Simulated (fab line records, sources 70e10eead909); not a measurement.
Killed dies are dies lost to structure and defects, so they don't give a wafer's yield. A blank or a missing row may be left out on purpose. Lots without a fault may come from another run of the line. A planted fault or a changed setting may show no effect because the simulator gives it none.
Which tool did it? | flow nand_harc | 24 lots, 72 wafers sampled, at 3 steps of a route of 1302

WHAT THE GAUGES READ, wafer by wafer
NHARC_P_M0_CD_MEAS_16. Usual: cd_nm 89.1 nm, standard deviation 0.84.
lot  | measured     | on        | cd_nm (nm)     | flag
L074 | day 6 04:34  | cd_sem-03 | 89.7 89.1 88.5 |
L075 | day 6 15:31  | cd_sem-03 | 89.4 89.6 89.9 |
L076 | day 6 17:59  | cd_sem-02 | 88.9 89.9 89.6 |
L077 | day 7 16:30  | cd_sem-01 | 89.9 88.2 89.6 |
L078 | day 7 17:38  | cd_sem-01 | 88.8 90.3 88.9 |
L079 | day 8 05:08  | cd_sem-01 | 87.3 88.0 88.7 |
L080 | day 8 10:22  | cd_sem-03 | 88.7 89.2 88.1 |
L081 | day 9 02:12  | cd_sem-03 | 88.5 89.4 88.5 |
L082 | day 9 09:23  | cd_sem-02 | 88.5 89.6 87.9 |
L084 | day 10 02:14 | cd_sem-02 | 90.3 90.0 89.9 |
L083 | day 10 03:04 | cd_sem-01 | 89.1 88.8 87.2 |
L085 | day 10 13:59 | cd_sem-02 | 87.1 88.2 89.7 |
L086 | day 11 00:17 | cd_sem-03 | 89.6 89.9 89.5 |
L087 | day 12 04:32 | cd_sem-01 | 88.8 90.1 90.0 |
L088 | day 12 04:53 | cd_sem-03 | 90.5 89.8 88.9 |
L089 | day 12 06:35 | cd_sem-02 | 89.1 88.6 88.6 |
L090 | day 12 17:16 | cd_sem-03 | 88.7 90.8 89.6 |
L091 | day 13 05:35 | cd_sem-01 | 90.6 89.8 91.4 |
L092 | day 13 10:34 | cd_sem-02 | 88.5 89.1 88.5 |
L093 | day 13 21:19 | cd_sem-03 | 89.5 90.1 89.8 |
L094 | day 14 02:25 | cd_sem-03 | 90.1 88.6 89.4 |
L095 | day 14 21:02 | cd_sem-01 | 89.2 89.4 88.2 |
L096 | day 15 04:35 | cd_sem-01 | 89.6 89.8 89.0 |
L097 | day 15 13:45 | cd_sem-03 | 88.8 89.1 88.1 |

NHARC_P_M1_CD_MEAS_09: target cd 130 nm. Usual: cd_nm 130.1 nm, standard deviation 0.85.
lot  | measured     | on        | cd_nm (nm)        | flag
L074 | day 6 08:07  | cd_sem-02 | 130.1 130.1 129.5 |
L075 | day 6 19:05  | cd_sem-01 | 130.4 130.2 130.3 |
L076 | day 6 21:41  | cd_sem-01 | 131.2 131.2 130.6 |
L077 | day 7 19:59  | cd_sem-03 | 129.7 129.0 129.7 |
L078 | day 7 21:14  | cd_sem-01 | 130.7 130.7 131.2 |
L079 | day 8 08:36  | cd_sem-02 | 129.0 129.6 128.4 |
L080 | day 8 13:56  | cd_sem-03 | 129.6 130.0 129.7 |
L081 | day 9 06:03  | cd_sem-03 | 128.9 130.1 129.7 |
L082 | day 9 12:53  | cd_sem-03 | 130.8 131.5 131.2 |
L084 | day 10 05:48 | cd_sem-02 | 131.2 130.7 130.7 |
L083 | day 10 06:38 | cd_sem-03 | 130.6 130.3 129.0 |
L085 | day 10 17:50 | cd_sem-02 | 131.3 131.0 132.1 |
L086 | day 11 03:52 | cd_sem-03 | 129.3 129.7 129.4 |
L087 | day 12 08:08 | cd_sem-02 | 129.1 129.2 129.4 |
L088 | day 12 08:29 | cd_sem-01 | 129.8 129.1 130.2 |
L089 | day 12 10:11 | cd_sem-03 | 128.7 129.7 129.8 |
L090 | day 12 20:46 | cd_sem-03 | 131.0 131.0 132.5 |
L091 | day 13 09:10 | cd_sem-02 | 130.3 130.2 130.0 |
L092 | day 13 14:12 | cd_sem-01 | 128.5 128.7 129.4 |
L093 | day 14 00:58 | cd_sem-02 | 129.7 129.9 129.0 |
L094 | day 14 05:59 | cd_sem-03 | 131.5 130.6 129.9 |
L095 | day 15 00:32 | cd_sem-03 | 130.8 129.2 130.2 |
L096 | day 15 08:19 | cd_sem-03 | 130.1 130.4 129.7 |
L097 | day 15 17:29 | cd_sem-02 | 131.6 131.0 131.3 |

WHICH TOOL RAN EACH LOT (tool, then ch and the chambers of the sampled wafers, then the start)
lot  | NHARC_P_M0_DEGAS_28
L074 | pvd_sputter-03, day 6 05:11
L075 | pvd_sputter-01, day 6 16:08
L076 | pvd_sputter-03, day 6 18:37
L077 | pvd_sputter-03, day 7 17:08
L078 | pvd_sputter-02, day 7 18:15
L079 | pvd_sputter-01, day 8 05:47
L080 | pvd_sputter-01, day 8 10:59
L081 | pvd_sputter-02, day 9 02:50
L082 | pvd_sputter-01, day 9 10:04
L084 | pvd_sputter-01, day 10 02:51
L083 | pvd_sputter-02, day 10 03:41
L085 | pvd_sputter-02, day 10 14:39
L086 | pvd_sputter-01, day 11 00:55
L087 | pvd_sputter-01, day 12 05:10
L088 | pvd_sputter-03, day 12 05:30
L089 | pvd_sputter-03, day 12 07:11
L090 | pvd_sputter-03, day 12 17:53
L091 | pvd_sputter-02, day 13 06:13
L092 | pvd_sputter-02, day 13 11:11
L093 | pvd_sputter-01, day 13 21:56
L094 | pvd_sputter-02, day 14 03:02
L095 | pvd_sputter-02, day 14 21:40
L096 | pvd_sputter-03, day 15 05:16
L097 | pvd_sputter-02, day 15 14:24
- NHARC_P_M0_DEGAS_28: time 60 s.

WHAT THE TOOLS THEMSELVES READ (means of the sampled wafers that have a number; where no wafer has one, the mark that the record gives instead)
NHARC_P_M0_DEGAS_28. Usual: heater_power_w 330 W, standard deviation 34.
lot  | tool           | heater_power_w (W) | flag
L074 | pvd_sputter-03 | 331                |
L075 | pvd_sputter-01 | 309                |
L076 | pvd_sputter-03 | 360                |
L077 | pvd_sputter-03 | 358                |
L078 | pvd_sputter-02 | 315                |
L079 | pvd_sputter-01 | 329                |
L080 | pvd_sputter-01 | 351                |
L081 | pvd_sputter-02 | 312                |
L082 | pvd_sputter-01 | 323                |
L084 | pvd_sputter-01 | 310                |
L083 | pvd_sputter-02 | 310                |
L085 | pvd_sputter-02 | 311                |
L086 | pvd_sputter-01 | 340                |
L087 | pvd_sputter-01 | 344                |
L088 | pvd_sputter-03 | 369                |
L089 | pvd_sputter-03 | 349                |
L090 | pvd_sputter-03 | 366                |
L091 | pvd_sputter-02 | 306                |
L092 | pvd_sputter-02 | 303                |
L093 | pvd_sputter-01 | 307                |
L094 | pvd_sputter-02 | 319                |
L095 | pvd_sputter-02 | 302                |
L096 | pvd_sputter-03 | 349                |
L097 | pvd_sputter-02 | 323                |

THE ANSWER, worked out from the rows above alone
Rule: a lot is off if the mean of its wafers that have a number lies more than 3 standard deviations from the usual mean. A lot without any number at a reading at which 4 lots or more have one is off too. The other lots that the step has rows for count as sound. The gauges are gone through in route order, then the tools' own readings, and for those a lot's mean is taken as printed above. The first step at which some lot is off is used, and at that step the reading that is off furthest; a lot without a number counts as furthest.
No lot is off at any reading shown: from this, nothing can be told.

WHAT THE SIMULATOR HAD PUT IN
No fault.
